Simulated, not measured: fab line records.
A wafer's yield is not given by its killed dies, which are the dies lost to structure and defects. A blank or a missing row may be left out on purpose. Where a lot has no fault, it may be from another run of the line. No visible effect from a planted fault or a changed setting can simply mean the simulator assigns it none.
2 desks, one fault + flow nand harc + what lay behind the numbers comes last; until then each desk has only its own

TOOL OWNER'S DESK, pecvd-02
The tool's own readings at NHARC_P_M2_DEP_33 (deposits SiCN, target thk 30 nm): means of the sampled wafers that have a number, for each lot that ran on this tool. A lot is out of limits, marked OUT, if its mean lies more than 4 standard deviations from the usual mean; the brackets give that distance.
Columns: A = heater power w at NHARC_P_M2_DEP_33, usual 575 W; B = rf fwd power W at NHARC_P_M2_DEP_33, usual 449.3 W
| lot  | first seen here | A   | B     |
|------|-----------------|-----|-------|
| L474 | day 8 19:26     | 581 | 448.9 |
| L477 | day 8 23:13     | 628 | 448.7 |
| L480 | day 9 08:06     | 608 | 447.9 |
| L478 | day 9 12:25     | 575 | 447.8 |
| L481 | day 9 15:07     | 611 | 449.5 |
Result from this desk: across the 5 lots, nothing is out of limits.

METROLOGY DESK
Means of the sampled wafers that have a number, per lot and without regard to the tool the lot ran on: this is what the gauges read. A lot is out of limits, marked OUT, if its mean lies more than 4 standard deviations from the usual mean; the brackets give that distance.
Columns: A = thk nm at NHARC_P_BONDPAD_THK_MEAS_33, usual 200.1 nm; B = cd nm at NHARC_A_ZERO_WELL_CD_MEAS_10, usual 1999.8 nm
| lot  | first seen here | A     | B      |
|------|-----------------|-------|--------|
| L474 | day 8 20:28     | 199.9 | 1998.5 |
| L476 | day 8 20:51     | 200.7 | 1998.5 |
| L475 | day 8 21:42     | 201.9 | 1999.1 |
| L473 | day 8 23:15     | 199.7 | 2001.5 |
| L477 | day 9 00:17     | 199.8 | 2000.9 |
| L480 | day 9 09:09     | 199.6 | 2001.4 |
| L479 | day 9 11:01     | 200.2 | 2000.9 |
| L478 | day 9 13:27     | 199.8 | 1997.0 |
| L481 | day 9 16:01     | 200.5 | 2002.6 |
| L489 | day 10 10:42    | 198.6 | 2000.1 |
| L490 | day 10 14:29    | 199.1 | 1998.9 |
| L495 | day 11 20:05    | 199.5 | 1999.4 |
Result from this desk: across the 12 lots, nothing is out of limits.

PUT TOGETHER
The desk of the tool owner found nothing out of limits.
At the metrology desk, nothing out of limits was observed.

WHAT THE SIMULATOR HAD PUT IN
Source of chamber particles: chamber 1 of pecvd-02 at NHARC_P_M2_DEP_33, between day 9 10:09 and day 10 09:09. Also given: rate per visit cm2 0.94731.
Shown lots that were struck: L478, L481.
